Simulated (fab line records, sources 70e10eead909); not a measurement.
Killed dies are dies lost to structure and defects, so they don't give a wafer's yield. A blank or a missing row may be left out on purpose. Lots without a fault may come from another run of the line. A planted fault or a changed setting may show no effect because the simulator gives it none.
Chamber matching | flow nand_harc | NHARC_A_STAIRCASE_TRIM_20 on rie_diel-02: 4 sister chambers
The step chemistry O2, time 211.2 s. 18 wafers are shown with their chamber, then 9 later ones without.

WAFERS WITH THEIR CHAMBER
wafer  | chamber | showerhead_plenum_p_Torr (Torr) | drypump_motor_current_A (A) | oes_product_au (a.u.)
L075.1 | 2       | 3.42                            | 5.4                         | 0.999
L075.2 | 0       | 3.41                            | 5.8                         | 0.996
L075.3 | 1       | 3.31                            | 6.0                         | 0.991
L080.1 | 1       | 3.31                            | 6.0                         | 1.008
L080.4 | 0       | 3.40                            | 5.9                         | 1.001
L080.5 | 1       | 3.31                            | 6.0                         | 0.998
L082.2 | 0       | 3.40                            | 5.8                         | 0.999
L082.5 | 1       | 3.31                            | 6.0                         | 1.001
L082.6 | 0       | 3.40                            | 5.8                         | 0.997
L081.1 | 3       | 3.47                            | 5.2                         | 1.002
L081.2 | 2       | 3.41                            | 5.3                         | 0.998
L081.4 | 1       | 3.30                            | 6.0                         | 1.008
L084.3 | 0       | 3.40                            | 5.9                         | 1.000
L084.4 | 3       | 3.47                            | 5.2                         | 1.015
L084.5 | 0       | 3.39                            | 5.8                         | 1.005
L086.2 | 1       | 3.30                            | 6.0                         | 1.012
L086.3 | 3       | 3.47                            | 5.2                         | 1.013
L086.5 | 2       | 3.41                            | 5.3                         | 0.994

SIGNATURES (means of the wafers above)
reading                  | chamber 0 | chamber 1 | chamber 2 | chamber 3 | scatter within a chamber
showerhead_plenum_p_Torr | 3.4000    | 3.3067    | 3.4133    | 3.4700    | 0.00535
drypump_motor_current_A  | 5.833     | 6.000     | 5.333     | 5.200     | 0.0378
oes_product_au           | 0.99967   | 1.00300   | 0.99700   | 1.01000   | 0.00578
Rule: a wafer's distance from a chamber is the root of the sum, over the readings, of the square of ((its reading less the chamber's mean) divided by the reading's scatter). The wafer belongs to the nearest chamber; if the next one is less than 2 further off, it can't be placed. The scatter: the root of (the sum of the squares of (reading less its chamber's mean) over the shown wafers, divided by (wafers less chambers)).

WAFERS WITHOUT THEIR CHAMBER
wafer  | showerhead_plenum_p_Torr (Torr) | drypump_motor_current_A (A) | oes_product_au (a.u.)
L092.4 | 3.30                            | 6.0                         | 0.995
L092.5 | 3.40                            | 5.3                         | 0.992
L092.6 | 3.30                            | 6.0                         | 0.999
L094.1 | 3.29                            | 6.0                         | 0.993
L094.2 | 3.40                            | 5.4                         | 0.988
L094.3 | 3.46                            | 5.2                         | 1.021
L095.3 | 3.40                            | 5.4                         | 0.986
L095.4 | 3.29                            | 6.0                         | 0.988
L095.6 | 3.38                            | 5.8                         | 1.015

WHICH CHAMBER EACH WENT THROUGH
wafer  | from the rows above | in truth
L092.4 | 1                   | 1
L092.5 | 2                   | 2
L092.6 | 1                   | 1
L094.1 | 1                   | 1
L094.2 | 2                   | 2
L094.3 | 3                   | 3
L095.3 | 2                   | 2
L095.4 | 1                   | 1
L095.6 | 0                   | 0
Placed correctly: 9 of 9. Can't be placed from these rows: 0. Placed wrongly: 0.
